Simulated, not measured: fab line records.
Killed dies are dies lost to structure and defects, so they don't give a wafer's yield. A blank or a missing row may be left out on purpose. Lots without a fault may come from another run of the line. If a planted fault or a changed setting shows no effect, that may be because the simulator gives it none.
fab line records	flow n5_finfet
record: lots: 15	wafers: 42	last_day: 17
route steps=1938 shown BEOL_M13@1706 BEOL_M14@1723
lots untouched by any fault: they come from a run of this same line in which no faults occurred
start_h: the number of hours between the record's first day and the start of the first shown wafer of the lot	wait_h: hours since the lot's step before	" unchanged from the row above	L1.1+2: a single row standing in for several wafers	- no value present, or no start provided	* or withheld: withheld	< > ~ a bound
route shown NAME@n: NAME is a module with steps in the file, n the number in the route of the first one	usual: average and standard deviation across the fault-free wafers	same: alike in all rows	chamber/n: place in a boat	sites: per-site readings	_std_site: standard deviation of those values	_edge_site: outer sites' mean less inner sites'	radius_mm: for every site, how far away it sits from the centre of the wafer	mask NAME#n: copy n	behind: the last tool/chamber to shape the wafer	hold: cause of the lot's hold/its duration in hours/its outcome	device: which transistor (n, p or np) failed to switch	end of line: the same wafers' tests at the end of the route	a step without rows: its recipe alone	killed: the dies lost at the first sort to structure and to defects; this is not the yield of the wafer	map: per-die view of a wafer (x killed, . not killed, _ where there is no die)
set.NAME: the run value of the setting; set.NAME@STEP: its run value at that earlier step	model.NAME: the simulator's own value behind a step, which no gauge read
route steps across a sampled set of lots; one table per step, one row per wafer
services: when a tool's chamber went out of use (start_h, in hours from the record's first day, below 0 if earlier), for how many hours, and the reason
== steps ==
step: N5_BEOL_M13_SPUTTER_44
recipe: material: Ta	target_thk_a: 100	temp_c: 50	bias_v: 80	power_w: 15000	chamber_pressure_pa: 0.07	time_s: 16.13
usual: chamber_pressure_pa: 0.06999/0.00014	throttle_valve_pct: 30.0/1.5
lot.wafer	tool	chamber	start_h	wait_h	chamber_pressure_pa	throttle_valve_pct
L512.1	pvd_sputter-02	-	246.98	0.0	0.06991	27.7
L512.3	"	-	"	"	0.07004	32.0
L512.6	"	-	"	"	0.06992	31.5
L511.2	pvd_sputter-03	-	253.55	0.0	0.06979	29.7
L511.4	"	-	"	"	0.06992	31.6
L511.5	"	-	"	"	0.06975	28.9
L514.6	pvd_sputter-02	-	253.63	0.0	0.06999	31.7
L515.2	pvd_sputter-01	-	260.06	0.0	0.06993	30.8
L515.3	"	-	"	"	0.07017	28.2
L515.5	"	-	"	"	0.07017	28.3
L516.1	pvd_sputter-03	-	267.09	0.0	0.07027	31.4
L516.4	"	-	"	"	0.07012	29.8
L516.6	"	-	"	"	0.07001	31.6
L513.1	pvd_sputter-01	-	267.42	0.0	0.07015	31.0
L513.2	"	-	"	"	0.06996	28.4
L513.3	"	-	"	"	0.07017	29.8
L522.4	pvd_sputter-01	-	314.22	0.0	0.06985	28.5
L522.5	"	-	"	"	0.07002	30.0
L522.6	"	-	"	"	0.06974	28.4
L523.1	pvd_sputter-02	-	323.30	0.0	0.06998	27.8
L523.3	"	-	"	"	0.06993	31.5
L523.4	"	-	"	"	0.07006	30.2
L526.1	pvd_sputter-01	-	328.50	0.0	0.07007	30.9
L526.3	"	-	"	"	0.07006	28.6
L526.5	"	-	"	"	0.07	30.8
L527.3	pvd_sputter-02	-	336.54	0.0	0.06963	31.9
L527.4	"	-	"	"	0.07013	30.2
L527.6	"	-	"	"	0.06961	27.4
L528.1	pvd_sputter-02	-	341.28	0.0	0.06966	27.5
L528.3	"	-	"	"	0.07011	30.2
L528.5	"	-	"	"	0.06967	27.7
L530.3	pvd_sputter-02	-	345.94	0.0	0.06999	30.4
L530.4	"	-	"	"	0.07015	27.9
L529.1	pvd_sputter-01	-	354.86	0.0	0.06993	28.6
L529.2	"	-	"	"	0.07015	30.1
L529.6	"	-	"	"	0.06999	28.6
L532.2	pvd_sputter-01	-	363.10	0.0	0.07013	28.7
L532.3	"	-	"	"	0.07002	29.9
L532.5	"	-	"	"	0.06998	30.0
L531.1	pvd_sputter-02	-	363.63	0.0	0.06994	31.4
L531.5	"	-	"	"	0.06997	30.4
L531.6	"	-	"	"	0.06983	31.9
step: N5_BEOL_M13_ANNEAL_48
recipe: temp_c: 225	time_s: 90	ambient: N2
usual: wafer_temp_C_max: 225.72/0.3
lot.wafer	tool	chamber	start_h	wait_h	wafer_temp_C_max
L512.1	rtp_anneal-02	0	247.34	0.1	226.22
L512.3	"	0	"	"	226.09
L512.6	"	0	"	"	226.40
L511.2	rtp_anneal-01	0	253.96	0.2	225.72
L511.4	"	0	"	"	225.75
L511.5	"	0	"	"	225.63
L514.6	rtp_anneal-02	0	254.24	0.3	225.88
L515.2	rtp_anneal-01	0	260.47	0.2	225.45
L515.3	"	0	"	"	225.71
L515.5	"	0	"	"	225.48
L516.1	rtp_anneal-01	0	267.48	0.1	225.32
L516.4	"	0	"	"	225.77
L516.6	"	0	"	"	225.51
L513.1	rtp_anneal-01	0	267.78	0.1	225.59
L513.2	"	0	"	"	225.12
L513.3	"	0	"	"	225.44
L522.4	rtp_anneal-02	0	314.71	0.2	225.90
L522.5	"	0	"	"	225.71
L522.6	"	0	"	"	226.07
L523.1	rtp_anneal-01	0	323.66	0.1	225.77
L523.3	"	0	"	"	225.77
L523.4	"	0	"	"	225.70
L526.1	rtp_anneal-01	0	329.00	0.3	225.16
L526.3	"	0	"	"	225.46
L526.5	"	0	"	"	225.27
L527.3	rtp_anneal-02	0	337.74	0.9	226.19
L527.4	"	0	"	"	225.93
L527.6	"	0	"	"	225.88
L528.1	rtp_anneal-02	0	341.66	0.1	225.75
L528.3	"	0	"	"	225.61
L528.5	"	0	"	"	226.06
L530.3	rtp_anneal-02	0	346.39	0.2	225.86
L530.4	"	0	"	"	225.98
L529.1	rtp_anneal-01	0	355.42	0.2	225.89
L529.2	"	0	"	"	225.38
L529.6	"	0	"	"	225.73
L532.2	rtp_anneal-01	0	363.51	0.2	225.35
L532.3	"	0	"	"	225.41
L532.5	"	0	"	"	225.38
L531.1	rtp_anneal-01	0	364.00	0.1	225.52
L531.5	"	0	"	"	225.35
L531.6	"	0	"	"	225.45
step: N5_BEOL_M14_PEB_08
recipe: peb_temp_c: 130	peb_time_s: 90
usual: chill_plate_temp_C: 23.00/0.11	exhaust_pa: 45.0/0.86
lot.wafer	tool	chamber	start_h	wait_h	chill_plate_temp_C	exhaust_pa
L512.1	litho_track-03	0	248.82	0.1	23.08	44.3
L512.3	"	0	"	"	23.10	44.7
L512.6	"	0	"	"	23.21	44.2
L511.2	litho_track-01	0	255.08	0.0	22.86	44.4
L511.4	"	0	"	"	23.00	45.3
L511.5	"	0	"	"	22.92	45.1
L514.6	litho_track-04	-	255.31	0.0	-	-
L515.2	litho_track-03	-	261.59	0.0	-	-
L515.3	"	-	"	"	-	-
L515.5	"	-	"	"	-	-
L516.1	litho_track-01	-	268.65	0.1	-	-
L516.4	"	-	"	"	-	-
L516.6	"	-	"	"	-	-
L513.1	litho_track-01	0	269.07	0.1	23.11	45.4
L513.2	"	0	"	"	22.97	44.9
L513.3	"	0	"	"	22.93	44.4
L522.4	litho_track-03	0	315.97	0.0	22.74	46.0
L522.5	"	0	"	"	22.92	45.3
L522.6	"	0	"	"	22.84	45.0
L523.1	litho_track-04	0	324.83	0.1	23.04	44.5
L523.3	"	0	"	"	22.97	44.7
L523.4	"	0	"	"	23.09	46.2
L526.1	litho_track-04	0	330.16	0.1	22.88	46.3
L526.3	"	0	"	"	22.90	47.7
L526.5	"	0	"	"	22.99	46.9
L527.3	litho_track-01	0	339.14	0.0	22.96	45.1
L527.4	"	0	"	"	22.85	43.8
L527.6	"	0	"	"	23.02	43.6
L528.1	litho_track-03	0	342.96	0.1	22.98	45.3
L528.3	"	0	"	"	23.02	46.1
L528.5	"	0	"	"	22.77	45.5
L530.3	litho_track-03	0	347.47	0.0	22.89	43.8
L530.4	"	0	"	"	22.86	44.2
L529.1	litho_track-01	0	356.73	0.1	22.99	46.6
L529.2	"	0	"	"	23.05	45.7
L529.6	"	0	"	"	23.10	44.8
L532.2	litho_track-01	0	364.63	0.0	23.16	45.8
L532.3	"	0	"	"	22.92	44.9
L532.5	"	0	"	"	23.24	45.8
L531.1	litho_track-04	0	365.29	0.1	23.00	44.0
L531.5	"	0	"	"	22.93	44.6
L531.6	"	0	"	"	23.00	44.7
step: N5_BEOL_M14_OVL_MEAS_11
recipe: points_per_wafer: 44
usual: V13_OVL: -3/5.1
lot.wafer	tool	chamber	start_h	wait_h	V13_OVL[nm]
L512.1	overlay-02	0	248.97	0.0	-4
L512.3	"	0	"	"	-6
L512.6	"	0	"	"	-8
L511.2	overlay-02	0	255.22	0.0	-3
L511.4	"	0	"	"	-11
L511.5	"	0	"	"	-9
L514.6	overlay-02	0	255.45	0.0	-
L515.2	overlay-02	0	261.73	0.0	-
L515.3	"	0	"	"	-
L515.5	"	0	"	"	-
L516.1	overlay-02	0	268.80	0.0	-
L516.4	"	0	"	"	-
L516.6	"	0	"	"	-
L513.1	overlay-02	0	269.22	0.0	-8
L513.2	"	0	"	"	-4
L513.3	"	0	"	"	-3
L522.4	overlay-01	0	316.11	0.0	1
L522.5	"	0	"	"	4
L522.6	"	0	"	"	-4
L523.1	overlay-01	0	324.97	0.0	-1
L523.3	"	0	"	"	6
L523.4	"	0	"	"	7
L526.1	overlay-02	0	330.31	0.0	-6
L526.3	"	0	"	"	-3
L526.5	"	0	"	"	0
L527.3	overlay-02	0	339.28	0.0	-4
L527.4	"	0	"	"	-13
L527.6	"	0	"	"	-8
L528.1	overlay-01	0	343.11	0.0	0
L528.3	"	0	"	"	-2
L528.5	"	0	"	"	1
L530.3	overlay-02	0	347.61	0.0	-4
L530.4	"	0	"	"	5
L529.1	overlay-01	0	356.88	0.0	-1
L529.2	"	0	"	"	-1
L529.6	"	0	"	"	-2
L532.2	overlay-02	0	364.77	0.0	-8
L532.3	"	0	"	"	-4
L532.5	"	0	"	"	-12
L531.1	overlay-01	0	365.44	0.0	-8
L531.5	"	0	"	"	-7
L531.6	"	0	"	"	1
== services ==
tool	chamber	start_h	hours	kind
pvd_sputter-03	-	355.18	4.5	repair
== key ==
first_sign: step: N5_BEOL_M14_PEB_08	reading: tool_record	direction: missing
effect none on later readings
met_at N5_BEOL_M14_PEB_08
struck_lots L514,L515,L516
later_rows_left_out L514.6,L515.2,L515.3,L515.5,L516.1,L516.4,L516.6
sort_left_out L514.6,L515.2,L515.3,L515.5,L516.1,L516.4,L516.6
tester_left_out L514,L515
not_acting_at N5_BEOL_M13_SPUTTER_44,N5_BEOL_M13_ANNEAL_48,N5_BEOL_M14_OVL_MEAS_11
onset_between 255.08 255.31
earlier_fault: kind: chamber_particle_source	tool: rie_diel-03	chamber: 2	onset_h: 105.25	steps: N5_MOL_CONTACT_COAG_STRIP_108	rate_per_visit_cm2: 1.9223
earlier_fault: kind: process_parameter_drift	tool: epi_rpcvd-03	chamber: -	onset_h: 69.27	steps: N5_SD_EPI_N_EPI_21	channel: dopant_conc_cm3	offset: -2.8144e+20	shape: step	stated: 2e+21
fault: kind: skipped_step_whole	tool: litho_track-01,litho_track-03,litho_track-04	chamber: -	onset_h: 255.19	steps: N5_BEOL_M14_PEB_08	scope: struck_lots_only
tester_left_out: of these lots the tester's yield and bins aren't shown, on N5 and GAA mostly nor the transistor test; their killed dies are dies lost to structure and defects alone, not to doping, threshold or leakage, so they don't give the yield
sort_left_out: the simulated sort isn't trusted on such a fault, so these wafers' sort isn't shown, and their yield isn't known
later_rows_left_out: the simulator's readings of these wafers behind a module that went badly wrong aren't trusted and aren't shown, but for the sort
